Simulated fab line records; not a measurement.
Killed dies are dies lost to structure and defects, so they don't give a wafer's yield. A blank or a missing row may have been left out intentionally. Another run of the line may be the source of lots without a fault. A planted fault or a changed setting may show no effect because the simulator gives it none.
Which tool did it? :: flow nand harc :: Sampling: 11 lots, 33 wafers, 2 of 1159 route steps

WHAT THE GAUGES READ, wafer by wafer
NHARC_P_M2_INSPECT_11.
lot: L837
measured: day 6 18:17
on: defect inspect-01
raw defect count: 4 6 1

lot: L838
measured: day 6 22:13
on: defect inspect-01
raw defect count: 8 8 10

lot: L839
measured: day 7 03:59
on: defect inspect-02
raw defect count: 4 6 3

lot: L841
measured: day 7 12:17
on: defect inspect-02
raw defect count: 6 10 11

lot: L846
measured: day 8 07:41
on: defect inspect-01
raw defect count: 3 9 4

lot: L849
measured: day 9 11:34
on: defect inspect-01
raw defect count: 736 5 707

lot: L850
measured: day 9 16:41
on: defect inspect-01
raw defect count: 4 7 706

lot: L854
measured: day 10 11:19
on: defect inspect-02
raw defect count: 6 1 3

lot: L858
measured: day 11 09:14
on: defect inspect-01
raw defect count: 5 5 1

lot: L857
measured: day 11 11:31
on: defect inspect-02
raw defect count: 2 3 4

lot: L860
measured: day 12 00:34
on: defect inspect-01
raw defect count: 4 11 5

WHICH TOOL RAN EACH LOT (tool, then ch and the chambers of the sampled wafers, then the start)
lot: L837
NHARC_P_M1_DEP_33: pecvd-03 ch 0,1,2, day 6 16:54

lot: L838
NHARC_P_M1_DEP_33: pecvd-02 ch 1,2, day 6 20:59

lot: L839
NHARC_P_M1_DEP_33: pecvd-03 ch 1,2, day 7 02:38

lot: L841
NHARC_P_M1_DEP_33: pecvd-03 ch 0,1, day 7 11:09

lot: L846
NHARC_P_M1_DEP_33: pecvd-03 ch 0,1,2, day 8 06:17

lot: L849
NHARC_P_M1_DEP_33: pecvd-03 ch 1,2, day 9 09:34

lot: L850
NHARC_P_M1_DEP_33: pecvd-03 ch 0,1,2, day 9 15:19

lot: L854
NHARC_P_M1_DEP_33: pecvd-02 ch 1,2, day 10 09:53

lot: L858
NHARC_P_M1_DEP_33: pecvd-02 ch 0,1,2, day 11 07:51

lot: L857
NHARC_P_M1_DEP_33: pecvd-01 ch 1,2, day 11 10:17

lot: L860
NHARC_P_M1_DEP_33: pecvd-01 ch 0,1,2, day 11 23:12
- NHARC_P_M1_DEP_33: deposits SiCN, target thk 30 nm.

THE ANSWER, worked out from the rows above alone
Rule: the lots themselves supply what counts as usual. The widest of any qualifying gaps counts: lots, ordered by their means at a reading, are off when they make up no more than a third of the lots, leave a main group of 4 or more, and stand apart from it by 3 or more times the standard deviation of that group's means. A main group is skipped when, at the precision printed for the reading in the tables above, its means are all equal. A lot without any number at a reading at which 4 lots or more have one is off too. Any other lot the step has rows for is counted as sound.
Off at NHARC_P_M2_INSPECT_11 (raw defect count): L849, L850. Mean 5.3 and standard deviation 2.2 in the main group.
A tool fits if, at a process step before that reading, it ran every lot that is off, and no sound lot after the first of them. Those tools and the gauges at NHARC_P_M2_INSPECT_11 are tried in the same way. One fits: NHARC_P_M1_DEP_33 on pecvd-03. Its last sound lot is L846 (day 8 06:17), its first lot that is off L849 (day 9 09:34): a fault that began between those two fits.

WHAT THE SIMULATOR HAD INSERTED
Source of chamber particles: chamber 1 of pecvd-03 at NHARC_P_M1_DEP_33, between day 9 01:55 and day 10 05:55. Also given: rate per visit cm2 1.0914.
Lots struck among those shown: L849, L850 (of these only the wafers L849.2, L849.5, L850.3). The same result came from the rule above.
